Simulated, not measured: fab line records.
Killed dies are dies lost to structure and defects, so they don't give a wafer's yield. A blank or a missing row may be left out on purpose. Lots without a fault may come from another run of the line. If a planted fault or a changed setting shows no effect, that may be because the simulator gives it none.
Struck lot and sound lot, side by side / flow nand-harc / 24 out of 1159 route steps
Sound: the wafers L557.1, L557.4, L557.5. Wafers L554.1, L554.3, L554.4 were the ones struck. Last of all comes the cause.
Per side, at each step with rows, come the tool, then ch with its chambers, and then its first start. Under that, the readings that differ: sound wafers / struck wafers / difference of the means / sigmas: that difference in standard deviations of wafers without a fault.
alike: words and numbers the same on both sides, and readings whose means are apart by under 2 such deviations; not compared: readings that were withheld, readings missing a value for some wafer, numbers with overlapping values and no deviation given by the record, and bounds like >300 which may hide the same value.
The two part at a step that has a row with sigmas, a row that says differs or no value, or rows on one side only. Non-overlapping numbers with no deviation appear without sigmas and do not part them. A reading missing from all wafers of one side parts the sides only when that side holds two or more wafers.

NHARC_P_CONTACT_DEP_00: deposits SiO2, target thk 500 nm.
  sound on pecvd-02 ch 0,1; struck on pecvd-04 ch 0,1,2
  alike: heater-power-w, throttle-valve-pct
NHARC_P_CONTACT_CMP_01: polishes SiO2, target thk 200 nm.
  sound on cmp-01 ch 0,1, day 9 19:56; struck on cmp-01 ch 0,1,3, day 8 18:22
  alike: motor-current-A, slurry-filter-dp-kPa
then, 9 steps without rows for these wafers: NHARC_P_CONTACT_SRD_03; NHARC_P_CONTACT_DEHYDRATE_04 (time 120 s); NHARC_P_CONTACT_HMDS_05 (time 30 s); NHARC_P_CONTACT_COAT_33 (time 75 s); NHARC_P_CONTACT_COAT_34 (time 65 s); NHARC_P_CONTACT_COAT_06 (resist thk 90 nm); NHARC_P_CONTACT_SOFTBAKE_07 (time 55 s); NHARC_P_CONTACT_EBR_08; NHARC_P_CONTACT_EXPOSE_09 (exposes mask P CA, target cd 90 nm).
NHARC_P_CONTACT_PEB_10: peb time 65 s.
  sound on litho-track-06 ch 0, day 9 20:41; struck on litho-track-01 ch 0, day 8 19:05
reading=heater-power-total-W (W); sound=156.4 156.5 157.0; struck=173.7 173.8 173.8; difference=+17.1; sigmas=+42
reading=plate-temp-C (C); sound=100.00 99.93 99.96; struck=- - -; difference=no value on the struck wafers; sigmas=
then, 1 step without rows for these wafers: NHARC_P_CONTACT_DEVELOP_11 (develop time 35 s).
NHARC_P_CONTACT_CD_MEAS_12: the cd target is 90 nm.
  sound on cd-sem-01 ch 0, day 9 20:46; struck on cd-sem-01 ch 0, day 8 19:10
reading=cd-nm (nm); sound=90.3 89.7 90.6; struck=83.1 82.9 83.6; difference=-7.0; sigmas=-12
NHARC_P_CONTACT_OVL_MEAS_13:
  struck on overlay-02, day 8 19:15; sound on overlay-01, day 9 20:51
reading=overlay-y-nm (nm); sound=1.3 1.6 2.0; struck=-0.9 -0.3 -0.5; difference=-2.2; sigmas=-3
  alike: overlay-x-nm
NHARC_P_CONTACT_INSPECT_14:
  struck on defect-inspect-01, day 8 19:17; sound on defect-inspect-02, day 9 20:53
  alike: raw-defect-count
NHARC_P_CONTACT_DESCUM_17: chemistry O2, time 3 s.
  sound on rie-diel-08 ch 0,1,3, day 9 20:58; struck on rie-diel-08 ch 0,1,2, day 8 19:21
reading=model.P_CONTACT.cd-nm (nm); sound=90.07 90.56 90.46; struck=83.85 83.57 83.36; difference=-6.77; sigmas=
  alike: drypump-motor-current-A, oes-product-au, rf-vpp-V, showerhead-plenum-p-Torr, throttle-valve-pct
  not compared: rf-hours-counter-h
NHARC_P_CONTACT_ETCH_35: etches the open film in CF4, target depth 39 nm, time 65 s.
  sound on rie-diel-08 ch 0,1,3, day 9 21:02; struck on rie-diel-08 ch 0,1,3, day 8 19:26
  alike: bias-w, drypump-motor-current-A, oes-product-au, rf-vpp-V, showerhead-plenum-p-Torr, throttle-valve-pct
  not compared: rf-hours-counter-h
NHARC_P_CONTACT_ETCH_36: etches the open film in N2/H2, target depth 260 nm, time 406.25 s.
  sound on rie-diel-08 ch 0,1,2; struck on rie-diel-08 ch 1,2,3
  alike: bias-w, drypump-motor-current-A, oes-product-au, rf-vpp-V, showerhead-plenum-p-Torr, throttle-valve-pct
  not compared: rf-hours-counter-h
NHARC_P_CONTACT_ETCH_18: etches the open film in C4F8/O2/Ar, target depth 481 nm, time 240.5 s.
  sound on rie-diel-08 ch 0,2,3; struck on rie-diel-08 ch 0,1,2
  alike: bias-w, oes-product-au, rf-vpp-V
  not compared: rf-hours-counter-h
then, 1 step without rows for these wafers: NHARC_P_CONTACT_STRIP_37 (strips in C4F8/O2/Ar).
NHARC_P_CONTACT_ETCH_31: etches the open film in CH3F/O2, target depth 30 nm, time 85.7 s.
  sound on rie-diel-08 ch 2,3; struck on rie-diel-08 ch 1,2,3
reading=model.P_CONTACT.cd-nm (nm); sound=89.07 89.6 89.68; struck=83.97 84.16 82.9; difference=-5.77; sigmas=
  alike: bias-w, drypump-motor-current-A, oes-product-au, rf-vpp-V, showerhead-plenum-p-Torr, throttle-valve-pct
  not compared: rf-hours-counter-h
NHARC_P_CONTACT_CD_MEAS_19:
  struck on cd-sem-02, day 8 20:14; sound on cd-sem-01, day 9 21:49
reading=cd-nm (nm); sound=88.4 89.8 90.0; struck=83.8 84.1 82.4; difference=-6.0; sigmas=-4
after that, 1 step had no rows for these wafers: NHARC_END_SORT_01.

## WHERE THEY PART
Last at NHARC_P_CONTACT_CD_MEAS_19 as far as this record goes, first at NHARC_P_CONTACT_PEB_10.

WHY: the cause the simulator had injected
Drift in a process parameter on litho-track-01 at NHARC_P_CONTACT_PEB_10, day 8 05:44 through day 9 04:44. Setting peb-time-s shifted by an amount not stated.
